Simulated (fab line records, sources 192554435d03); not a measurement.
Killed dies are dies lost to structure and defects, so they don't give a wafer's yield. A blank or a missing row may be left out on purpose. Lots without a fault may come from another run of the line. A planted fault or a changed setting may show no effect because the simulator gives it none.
Split-lot experiment | flow n5_finfet | 7 lots, 21 wafers read, on a route of 1938 steps

THE SPLIT
At N5_SD_EPI_N_COAT_32 (time 60 s, resist thk 350 nm), the setting spin_rpm was moved away from the recipe's 1500 rpm on 5 of the 21 wafers read, by -10.0% to +3.0%. The other wafers ran this setting at the recipe's value.

The reading is taken at the split's own step.

THE READING
SOC_of_SD_EPI_N_COAT_32.thk_nm (the simulator's own value, which no gauge read), in nm, at N5_SD_EPI_N_COAT_32 (time 60 s, resist thk 350 nm). The file gives no usual value for it. The 16 wafers here that ran the recipe average 349.7 nm, standard deviation 0.98 nm.

wafer  | tool, chamber at the split | spin_rpm as run, rpm | against the recipe | SOC_of_SD_EPI_N_COAT_32.thk_nm, nm | against lot-mates on the recipe
L075.1 | litho_track-03, 0          | 1500                 | recipe             | 350                                | -
L075.5 | litho_track-03, 0          | 1500                 | recipe             | 350                                | -
L075.2 | litho_track-03, 0          | 1500                 | recipe             | 350.4                              | -
L081.1 | litho_track-03, 0          | 1545                 | +3.0%              | 346.4                              | -5.0
L081.2 | litho_track-03, 0          | 1500                 | recipe             | 351.4                              | -
L081.5 | litho_track-03, 0          | 1545                 | +3.0%              | 347                                | -4.4
L084.1 | litho_track-05, 0          | 1500                 | recipe             | 349.8                              | -
L084.3 | litho_track-05, 0          | 1500                 | recipe             | 349.2                              | -
L084.6 | litho_track-05, 0          | 1500                 | recipe             | 348.6                              | -
L089.3 | litho_track-01, 0          | 1500                 | recipe             | 350                                | -
L089.5 | litho_track-01, 0          | 1500                 | recipe             | 351                                | -
L089.6 | litho_track-01, 0          | 1500                 | recipe             | 350.8                              | -
L092.3 | litho_track-05, 0          | 1500                 | recipe             | 349.6                              | -
L092.4 | litho_track-05, 0          | 1500                 | recipe             | 349                                | -
L092.5 | litho_track-05, 0          | 1500                 | recipe             | 349.4                              | -
L094.1 | litho_track-03, 0          | 1350                 | -10.0%             | 366.8                              | +18.7
L094.3 | litho_track-03, 0          | 1500                 | recipe             | 349                                | -
L094.6 | litho_track-03, 0          | 1500                 | recipe             | 347.2                              | -
L096.1 | litho_track-05, 0          | 1376                 | -8.3%              | 365.2                              | +15.4
L096.3 | litho_track-05, 0          | 1376                 | -8.3%              | 364                                | +14.2
L096.6 | litho_track-05, 0          | 1500                 | recipe             | 349.8                              | -

THE FIT
A straight line over all 21 wafers: SOC_of_SD_EPI_N_COAT_32.thk_nm changes by -1.69 nm for each +1% of spin_rpm; r = -0.98; the points scatter about the line by 1.1 nm.
The same after taking each lot's own level away (the mean of its wafers on the recipe; 21 wafers): -1.8 nm for each +1%; r = -1.00; scatter 0.53 nm.
On that fit, the largest move of spin_rpm shifts the reading by 18 nm.
The lots' own levels span 348.10 to 351.40 nm, that is 3.4 times the standard deviation above.
So the lot-to-lot level changes the slope little: the two slopes agree.
Check: with one of the wafers moved furthest among these (-10.0%) left out of the fit, the line predicts +17.7 nm for it against its lot-mates. It came out at +18.7 nm against them.

OTHER SPLITS ON THESE WAFERS
These wafers also went through other splits before the reading. Each is held against what the fit with the lots' levels taken away leaves over:
other split on the same wafers        | wafers away from the commonest value | r with SOC_of_SD_EPI_N_COAT_32.thk_nm (lot level and that fit taken away)
N5_FIN_SAQP_PEB_14 peb_time_s         | 8                                    | -0.17
N5_FIN_SAQP_DEVELOP_15 develop_time_s | 5                                    | +0.45
N5_FIN_SAQP_FIN_ETCH_36 icp_w         | 7                                    | -0.34
N5_FIN_CUT_COAT_02 spin_rpm           | 10                                   | +0.22
N5_DUMMY_GATE_COAT_28 spin_rpm        | 6                                    | +0.15

THE FILE'S OWN FIT
SOC_of_SD_EPI_N_COAT_32.thk_nm changes by -1.82 nm for each +1% of spin_rpm, r = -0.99.
